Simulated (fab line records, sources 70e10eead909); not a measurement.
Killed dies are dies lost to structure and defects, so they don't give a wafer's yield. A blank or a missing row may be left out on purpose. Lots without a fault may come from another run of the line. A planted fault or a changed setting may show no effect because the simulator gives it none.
fab line records | flow nand_harc | part 1 of 2: steps 1 to 4 of 6
record lots=23 wafers=69 last_day=33
route steps=1302 shown P_BONDPAD@377 A_CHANNEL_HOLE_D1@465 A_CHANNEL_FILL_D1@499
lots that met no fault: from a run of the same line without faults
start_h: hours from the record's first day to the start of the lot's first wafer shown | wait_h: hours since the lot's step before | " the same as in the row above | L1.1+2: a row that stands for several wafers | - no value, or no start given | * or withheld: withheld | < > ~ a bound
route shown NAME@n: a module of which the file shows steps, and the number in the route of the first | usual: mean/standard deviation of fault-free wafers | same: alike in all rows | chamber/n: place in a boat | sites: the reading at each site | _std_site: their standard deviation | _edge_site: outer sites' mean less inner sites' | radius_mm: how far each site lies from the wafer's centre | mask NAME#n: copy n | behind: the tool/chamber that last shaped the wafer | hold: why the lot was held/for how many hours/how that ended | device: the transistor (n, p or np) that didn't switch | end of line: the same wafers' tests at the end of the route | a step without rows: its recipe alone | killed: dies lost to structure and defects at the first sort, not the wafer's yield | map: a wafer's dies, x killed, . not, _ none there
set.NAME: the setting as run; set.NAME@STEP: as run at that earlier step | model.NAME: the simulator's own value behind a step, which no gauge read
steps of the route over a sample of lots; a table a step, a row a wafer
services: from which hour (start_h, from the record's first day; less than 0 if before it) a tool's chamber was out of use, for how many hours, and why
## steps
# step NHARC_P_BONDPAD_PVD_27
# recipe target_thk_a=300 chamber_pressure_pa=5 power_w=5000 substrate_temp_c=30 time_s=20.49 material=Cu
# usual chamber_pressure_pa=5.000/0.011 throttle_valve_pct=30.0/0.98
# columns lot.wafer tool chamber start_h wait_h chamber_pressure_pa throttle_valve_pct
L074.4 pvd_sputter-03 - - - 4.984 29.9
L074.5 " - " " 5.003 29.9
L074.6 " - " " 4.991 29.0
L075.3 pvd_sputter-01 - - - 5.016 28.6
L075.4 " - " " 5.006 31.8
L075.5 " - " " 5.002 29.2
L076.3 pvd_sputter-02 - - - 5.003 30.0
L076.4 " - " " 5.011 30.6
L076.5 " - " " 4.995 30.0
L077.4 pvd_sputter-01 - - - 4.984 32.0
L077.1 " - " " 5.005 29.6
L077.5 " - " " 5.009 30.9
L078.2 pvd_sputter-03 - - - 4.996 30.0
L078.4 " - " " 5.006 29.7
L078.3 " - " " 5.003 29.0
L079.4 pvd_sputter-03 - - - 4.987 30.7
L079.1 " - " " 4.974 28.9
L079.5 " - " " 4.975 29.9
L081.2 pvd_sputter-02 - - - 4.990 29.5
L081.3 " - " " 4.975 30.4
L081.6 " - " " 5.012 29.9
L080.3 pvd_sputter-03 - - - 5.013 28.9
L080.1 " - " " 4.986 29.6
L080.6 " - " " 4.980 29.8
L082.2 pvd_sputter-03 - - - 5.005 30.9
L082.1 " - " " 4.995 29.8
L082.5 " - " " 4.993 29.8
L084.3 pvd_sputter-02 - - - 5.006 29.8
L084.4 " - " " 4.992 30.3
L084.5 " - " " 4.994 30.1
L085.4 pvd_sputter-01 - - - 4.989 30.5
L085.1 " - " " 4.995 28.4
L085.6 " - " " 5.005 30.5
L086.1 pvd_sputter-01 - - - 5.001 30.5
L086.2 " - " " 4.991 28.6
L086.5 " - " " 4.998 30.6
L087.3 pvd_sputter-03 - - - 4.996 30.9
L087.4 " - " " 5.012 28.8
L087.5 " - " " 5.013 29.8
L088.2 pvd_sputter-01 - - - 4.985 28.4
L088.4 " - " " 5.001 32.6
L088.6 " - " " 4.992 28.4
L089.1 pvd_sputter-03 - 282.12 - 5.018 29.6
L089.4 " - " " 4.988 30.5
L089.5 " - " " 4.999 29.0
L090.4 pvd_sputter-03 - - - 5.011 29.9
L090.1 " - " " 5.007 30.8
L090.5 " - " " 4.996 29.0
L091.4 pvd_sputter-03 - - - 5.002 29.8
L091.2 " - " " 5.006 29.5
L091.6 " - " " 5.019 29.6
L092.4 pvd_sputter-01 - - - 5.003 28.5
L092.1 " - " " 4.991 32.5
L092.6 " - " " 5.018 28.3
L093.4 pvd_sputter-02 - - - 5.018 29.4
L093.2 " - " " 5.011 30.0
L093.1 " - " " 4.995 29.4
L094.1 pvd_sputter-03 - - - 5.011 29.6
L094.2 " - " " 4.997 28.9
L094.5 " - " " 4.996 29.7
L095.4 pvd_sputter-02 - - - 5.000 29.9
L095.2 " - " " 4.999 29.7
L095.3 " - " " 5.026 28.9
L096.3 pvd_sputter-01 - - - 4.989 28.5
L096.2 " - " " 4.994 30.7
L096.5 " - " " 4.994 32.7
L097.2 pvd_sputter-01 - - - 4.989 28.5
L097.1 " - " " 4.986 32.6
L097.3 " - " " 4.989 30.4
# step NHARC_P_BONDPAD_INSPECT_23
# usual raw_defect_count=325/110
# columns lot.wafer tool chamber start_h wait_h raw_defect_count
L074.4 defect_inspect-01 - 144.93 0.0 330
L074.5 " - " " 241
L074.6 " - " " 323
L075.3 defect_inspect-02 - 145.66 0.0 382
L075.4 " - " " 368
L075.5 " - " " 338
L076.3 defect_inspect-02 - 160.99 0.0 345
L076.4 " - " " 313
L076.5 " - " " 265
L077.1 defect_inspect-01 - 162.76 0.0 473
L077.4 " - " " 426
L077.5 " - " " 538
L078.2 defect_inspect-02 - 180.05 0.1 292
L078.3 " - " " 161
L078.4 " - " " 161
L079.1 defect_inspect-01 - 187.94 0.0 321
L079.4 " - " " 416
L079.5 " - " " 336
L081.2 defect_inspect-02 - 208.65 0.0 158
L081.3 " - " " 217
L081.6 " - " " 303
L080.1 defect_inspect-01 - 208.96 0.0 302
L080.3 " - " " 301
L080.6 " - " " 315
L082.1 defect_inspect-01 - 221.82 0.0 213
L082.2 " - " " 250
L082.5 " - " " 290
L084.3 defect_inspect-01 - 233.69 0.0 527
L084.4 " - " " 497
L084.5 " - " " 597
L085.1 defect_inspect-01 - 244.69 0.0 341
L085.4 " - " " 298
L085.6 " - " " 391
L086.1 defect_inspect-01 - 252.15 0.0 510
L086.2 " - " " 313
L086.5 " - " " 378
L087.3 defect_inspect-02 - 269.28 0.0 615
L087.4 " - " " 276
L087.5 " - " " 251
L088.2 defect_inspect-01 - 282.28 0.0 277
L088.4 " - " " 217
L088.6 " - " " 510
L089.1 defect_inspect-02 - 283.53 0.0 210
L089.4 " - " " 187
L089.5 " - " " 213
L090.1 defect_inspect-01 - 297.77 0.0 296
L090.4 " - " " 220
L090.5 " - " " 218
L091.2 defect_inspect-02 - 302.64 0.0 511
L091.4 " - " " 289
L091.6 " - " " 165
L092.1 defect_inspect-02 - 318.64 0.0 649
L092.4 " - " " 306
L092.6 " - " " 322
L093.1 defect_inspect-02 - 326.04 0.0 273
L093.2 " - " " 253
L093.4 " - " " 317
L094.1 defect_inspect-02 - 338.71 0.0 359
L094.2 " - " " 290
L094.5 " - " " 547
L095.2 defect_inspect-02 - 360.87 0.0 414
L095.3 " - " " 323
L095.4 " - " " 282
L096.2 defect_inspect-02 - 363.32 0.0 201
L096.3 " - " " 446
L096.5 " - " " 300
L097.1 defect_inspect-01 - 373.04 0.0 391
L097.2 " - " " 200
L097.3 " - " " 409
# step NHARC_A_CHANNEL_HOLE_D1_DESCUM_15
# recipe time_s=3 o2_flow_sccm=200 ar_flow_sccm=0 bias_power_w=0 chemistry=O2
# usual drypump_motor_current_A=5.4/0.46 mfc_ar_sccm=0.004/0.0087 oes_product_au=1.005/0.015 rf_vpp_V=57.7/0.84 showerhead_plenum_p_Torr=1.92/0.093 throttle_valve_pct=11.310/0.01
# columns lot.wafer tool chamber start_h wait_h drypump_motor_current_A mfc_ar_sccm oes_product_au rf_hours_counter_h rf_vpp_V showerhead_plenum_p_Torr throttle_valve_pct
L075.3 rie_diel-09 1 185.48 0.1 4.9 0 0.995 3 58.5 2.03 11.314
L075.4 " 2 " " 5.3 0 0.995 3 57.7 1.83 11.300
L075.5 " 1 " " 4.9 0 0.987 - 57.8 2.03 11.315
L074.4 rie_diel-09 2 187.50 0.1 5.3 0 1.000 4 57.7 1.83 11.299
L074.5 " 1 " " 4.9 0 0.994 - 58.3 2.03 11.308
L074.6 " 2 " " 5.3 0 1.008 - 58.9 1.83 11.328
L077.4 rie_diel-10 0 200.67 0.1 6.3 0.018 0.985 44 57.4 1.93 11.305
L077.1 " 1 " " 5.1 0.009 1.000 38 58.6 1.91 11.304
L077.5 " 3 " " 5.3 0 1.019 - 57.3 1.87 11.314
L076.3 rie_diel-09 3 203.68 0.1 5.4 0 1.018 5 57.9 2.04 11.310
L076.4 " 2 " " 5.3 0 0.992 5 57.6 1.83 11.309
L076.5 " 3 " " 5.4 0 1.017 - 58.5 2.04 11.306
L078.4 rie_diel-09 3 221.56 0.1 5.4 0 1.020 7 58.5 2.04 11.308
L078.2 " 0 " " 5.3 0 1.011 7 57.8 1.86 11.307
L078.3 " 1 " " 4.9 0 0.997 7 57.8 2.03 11.315
L079.1 rie_diel-09 0 228.91 0.1 5.3 0 1.017 8 56.5 1.86 11.306
L079.4 " 3 " " 5.4 0 1.025 - 57.9 2.04 11.323
L079.5 " 0 " " 5.4 0 1.027 - 57.2 1.86 11.323
L080.3 rie_diel-09 0 250.16 0.4 5.4 0 1.023 10 59.0 1.86 11.321
L080.1 " 1 " " 4.9 0 1.001 8 58.5 2.03 11.303
L080.6 " 2 " " 5.3 0 1.004 - 58.4 1.82 11.315
L081.2 rie_diel-09 0 250.20 0.2 5.3 0 1.022 10 57.4 1.86 11.322
L081.3 " 2 " " 5.3 0 1.002 9 57.8 1.82 11.300
L081.6 " 0 " " 5.3 0 1.009 - 57.6 1.86 11.300
L082.2 rie_diel-09 3 261.55 0.1 5.4 0 1.021 11 57.1 2.04 11.311
L082.1 " 1 " " 4.9 0 0.990 10 58.0 2.03 11.313
L082.5 " 3 " " 5.4 0 1.023 - 56.3 2.04 11.313
L084.3 rie_diel-10 2 276.17 0.1 6.3 0 0.989 6 57.6 1.79 11.303
L084.4 " 0 " " 6.3 0.018 1.009 5 57.8 1.93 11.303
L084.5 " 1 " " 5.1 0.009 1.005 - 57.9 1.91 11.300
L085.4 rie_diel-04 2 291.57 0.1 6.3 0.025 1.023 40 58.6 2.04 11.317
L085.1 " 1 " " 4.8 0 0.990 27 57.6 1.90 11.275
L085.6 " 2 " " 6.3 0.025 1.034 - 58.6 2.04 11.331
L086.1 rie_diel-09 3 293.34 0.1 5.4 0 1.029 14 58.1 2.04 11.314
L086.2 " 1 " " 4.9 0 0.972 12 58.4 2.03 11.315
L086.5 " 3 " " 5.4 0 1.017 - 57.7 2.04 11.309
L087.4 rie_diel-10 3 316.53 0.1 5.3 0 1.002 16 57.0 1.86 11.315
L087.3 " 2 " " 6.3 0 0.985 18 56.4 1.78 11.321
L087.5 " 3 " " 5.3 0 1.003 - 57.4 1.86 11.299
L088.4 rie_diel-10 3 325.45 0.1 5.2 0 1.012 20 58.0 1.86 11.299
L088.2 " 0 " " 6.3 0.018 1.002 20 57.9 1.92 11.302
L088.6 " 2 " " 6.3 0 0.983 - 58.0 1.78 11.302
L089.1 rie_diel-04 1 327.15 0.1 4.8 0 1.001 41 57.6 1.90 11.305
L089.4 " 0 " " 4.9 0.031 0.983 47 56.4 2.00 11.314
L089.5 " 1 " " 4.8 0 0.996 - 57.3 1.90 11.312
L091.4 rie_diel-09 2 344.04 0.1 5.3 0 0.995 1 56.2 1.82 11.308
L091.2 " 3 " " 5.4 0 1.019 1 57.5 2.04 11.310
L091.6 " 1 " " 4.9 0 1.006 - 58.1 2.03 11.321
L090.1 rie_diel-04 3 345.32 0.1 6.0 0.002 0.999 51 58.1 1.89 11.288
L090.4 " 0 " " 4.9 0.031 0.978 51 57.8 2.00 11.314
L090.5 " 3 " " 6.0 0.002 1.001 - 58.4 1.89 11.306
L092.1 rie_diel-09 2 360.86 0.1 5.3 0 1.003 2 59.1 1.82 11.307
L092.4 " 0 " " 5.3 0 1.014 1 58.1 1.85 11.332
L092.6 " 3 " " 5.4 0 1.018 - 57.4 2.04 11.333
L093.1 rie_diel-10 2 367.37 0.1 6.3 0 0.994 36 58.6 1.78 11.303
L093.2 " 0 " " 6.3 0.018 0.992 32 57.6 1.92 11.311
L093.4 " 1 " " 5.1 0.009 0.999 37 59.0 1.90 11.313
L094.1 rie_diel-09 1 380.30 0.1 4.9 0 0.984 4 57.2 2.03 11.303
L094.2 " 3 " " 5.4 0 1.011 3 59.6 2.04 11.313
L094.5 " 2 " " 5.3 0 1.001 - 57.6 1.82 11.304
L096.2 rie_diel-09 3 401.32 0.1 5.4 0 1.003 4 57.9 2.04 11.313
L096.3 " 0 " " 5.3 0 1.016 4 59.2 1.85 11.313
L096.5 " 2 " " 5.3 0 0.987 - 58.0 1.82 11.318
L095.2 rie_diel-10 2 402.58 0.1 6.3 0 0.983 49 58.2 1.77 11.291
L095.3 " 3 " " 5.2 0 1.000 44 59.0 1.85 11.317
L095.4 " 0 " " 6.3 0.018 0.992 45 57.9 1.91 11.314
L097.1 rie_diel-09 3 412.30 0.1 5.4 0 1.017 6 57.9 2.04 11.307
L097.3 " 0 " " 5.3 0 1.030 5 57.6 1.85 11.316
L097.2 " 1 " " 4.9 0 0.978 6 57.7 2.03 11.319
# step NHARC_A_CHANNEL_FILL_D1_ETCHBACK_19
# recipe target_depth_a=50 time_s=1.7 hbr_flow_sccm=150 cl2_flow_sccm=50 rf_w=400 icp_w=400 bias_w=100 chemistry=HBr/Cl2
# usual drypump_motor_current_A=5.8/0.41 hbr_flow_sccm=150.0/0.43 mfc_cl2_sccm=49.99/0.14 oes_product_au=1.001/0.011 rf_fwd_power_W=390.2/1.3 throttle_valve_pct=26.404/0.0095
# columns lot.wafer tool chamber start_h wait_h drypump_motor_current_A hbr_flow_sccm mfc_cl2_sccm oes_product_au rf_fwd_power_W rf_hours_counter_h throttle_valve_pct
L074.4 rie_si-02 0 226.77 0.4 5.9 149.8 50.04 1.015 389.8 0.6 26.405
L074.6 " 0 " " 5.9 149.6 50.20 1.013 390.0 - 26.412
L074.5 " 1 " " 5.2 150.4 49.95 1.021 389.5 - 26.397
L075.3 rie_si-06 1 226.77 0.4 5.9 149.7 49.87 0.992 392.1 1.1 26.411
L075.4 " 3 " " 5.6 150.1 49.86 0.996 390.3 1.1 26.410
L075.5 " 2 " " 6.0 149.7 50.11 1.012 389.8 - 26.394
L077.4 rie_si-05 2 233.41 0.4 5.7 150.2 50.06 0.994 389.7 0.6 26.399
L077.1 " 3 " " 4.9 149.7 49.85 1.001 392.8 0.6 26.407
L077.5 " 3 " " 5.0 149.9 49.80 1.001 389.5 - 26.396
L076.3 rie_si-06 3 233.42 0.4 5.7 150.4 49.81 1.000 389.6 1.2 26.401
L076.4 " 1 " " 5.9 150.5 49.75 0.992 391.5 1.1 26.400
L076.5 " 2 " " 6.0 150.2 49.80 1.008 391.1 - 26.407
L078.3 rie_si-02 1 255.64 0.4 5.2 149.7 49.92 1.008 389.6 0.7 26.387
L078.4 " 2 " " 5.8 150.2 49.95 1.015 391.5 0.8 26.401
L078.2 " 3 " " 5.9 150.2 50.02 1.004 388.7 0.8 26.395
L079.1 rie_si-06 2 264.30 0.4 6.0 150.1 50.04 0.990 388.2 0.0 26.388
L079.4 " 3 " " 5.7 149.5 49.99 0.996 387.7 0.1 26.408
L079.5 " 3 " " 5.7 149.4 49.98 0.994 389.8 - 26.411
L080.3 rie_si-06 1 282.58 0.4 5.9 150.0 50.04 0.994 391.1 0.1 26.402
L080.1 " 2 " " 6.0 149.5 50.29 0.989 391.7 0.1 26.399
L080.6 " 1 " " 5.9 150.3 49.76 0.993 391.8 - 26.409
L081.3 rie_si-05 1 282.60 0.4 6.0 151.2 50.24 0.978 387.5 0.8 26.397
L081.2 " 2 " " 5.6 150.8 50.06 0.985 391.1 0.8 26.408
L081.6 " 3 " " 5.0 149.3 50.03 0.996 390.9 - 26.406
L082.1 rie_si-02 1 293.18 0.4 5.2 149.6 49.94 1.023 389.7 0.0 26.403
L082.2 " 2 " " 5.8 150.3 49.97 0.987 390.7 0.1 26.399
L082.5 " 2 " " 5.8 149.9 50.16 0.983 390.0 - 26.415
L084.4 rie_si-05 2 315.24 0.4 5.7 149.4 50.05 1.006 389.1 0 26.413
L084.3 " 3 " " 5.0 150.4 50.36 0.996 390.9 0 26.402
L084.5 " 0 " " 6.6 150.2 50.07 1.002 389.6 - 26.420
L085.4 rie_si-02 3 322.54 0.4 5.8 150.2 50.21 1.003 390.5 0.2 26.413
L085.1 " 0 " " 5.9 149.3 50.04 1.023 389.5 0.3 26.384
L085.6 " 0 " " 5.8 149.5 50.22 1.005 390.6 - 26.410
L086.2 rie_si-05 0 322.54 0.4 6.5 150.5 49.98 1.005 390.4 0.0 26.405
L086.1 " 2 " " 5.6 149.5 49.97 1.002 391.1 0.0 26.401
L086.5 " 0 " " 6.6 150.2 49.97 1.010 390.4 - 26.415
L087.3 rie_si-06 1 351.44 0.4 5.9 150.3 49.96 0.995 391.5 0.5 26.421
L087.4 " 2 " " 6.0 150.8 50.05 1.009 389.3 0.5 26.416
L087.5 " 0 " " 6.3 150.1 50.34 0.989 388.0 - 26.422
L089.1 rie_si-02 2 357.97 0.4 5.8 150.5 49.78 0.995 389.7 0.5 26.396
L089.4 " 0 " " 5.9 150.5 50.01 1.013 388.9 0.5 26.394
L089.5 " 3 " " 5.8 149.6 49.84 1.016 390.0 - 26.402
L088.4 rie_si-05 0 357.99 0.4 6.5 149.7 49.91 0.995 390.4 0.3 26.402
L088.2 " 2 " " 5.6 149.8 49.66 1.005 390.5 0.3 26.399
L088.6 " 0 " " 6.6 149.8 50.20 0.995 391.1 - 26.415
L091.4 rie_si-02 3 376.21 0.4 5.9 149.9 50.04 1.006 391.1 0.6 26.408
L091.2 " 0 " " 5.8 150.5 50.12 1.015 390.8 0.6 26.401
L091.6 " 1 " " 5.2 149.4 49.84 1.004 392.2 - 26.384
L090.4 rie_si-06 1 380.11 0.4 5.9 150.4 49.86 1.003 391.6 0.7 26.413
L090.1 " 3 " " 5.7 150.0 49.81 0.991 387.9 0.8 26.401
L090.5 " 0 " " 6.3 149.4 50.01 0.986 390.0 - 26.403
L092.1 rie_si-02 0 392.22 0.4 5.9 150.3 50.00 1.008 389.5 0.7 26.406
L092.4 " 1 " " 5.2 150.1 50.10 0.997 391.3 0.7 26.393
L092.6 " 1 " " 5.2 149.8 50.03 1.000 390.6 - 26.404
L093.1 rie_si-05 2 398.71 0.4 5.6 149.5 50.18 1.025 389.3 0.5 26.415
L093.2 " 3 " " 4.9 150.3 50.04 1.012 391.1 0.5 26.402
L093.4 " 0 " " 6.6 150.0 50.13 1.015 388.8 0.5 26.414
L094.2 rie_si-02 2 412.43 0.4 5.8 149.7 50.01 0.999 392.0 0.7 26.402
L094.1 " 3 " " 5.8 149.4 49.85 1.011 388.9 0.7 26.393
L094.5 " 0 " " 5.9 149.9 50.06 1.005 390.9 - 26.398
L096.3 rie_si-05 2 432.43 0.4 5.6 149.5 50.10 1.002 390.6 0.8 26.406
L096.2 " 1 " " 6.0 151.2 49.84 0.987 389.3 0.7 26.388
L096.5 " 3 " " 5.0 150.3 50.08 1.004 390.8 - 26.389
L095.2 rie_si-02 0 440.77 0.4 5.8 149.9 50.11 1.016 390.5 0.9 26.412
L095.4 " 1 " " 5.3 149.9 49.86 1.013 390.1 1.0 26.390
L095.3 " 3 " " 5.9 150.3 49.93 1.005 390.3 0.8 26.418
L097.2 rie_si-06 3 444.31 0.4 5.6 149.3 50.08 0.996 391.1 0.1 26.406
L097.1 " 0 " " 6.3 149.7 50.12 1.000 389.8 0.1 26.398
L097.3 " 2 " " 6.0 149.5 49.77 1.002 391.1 0.1 26.397
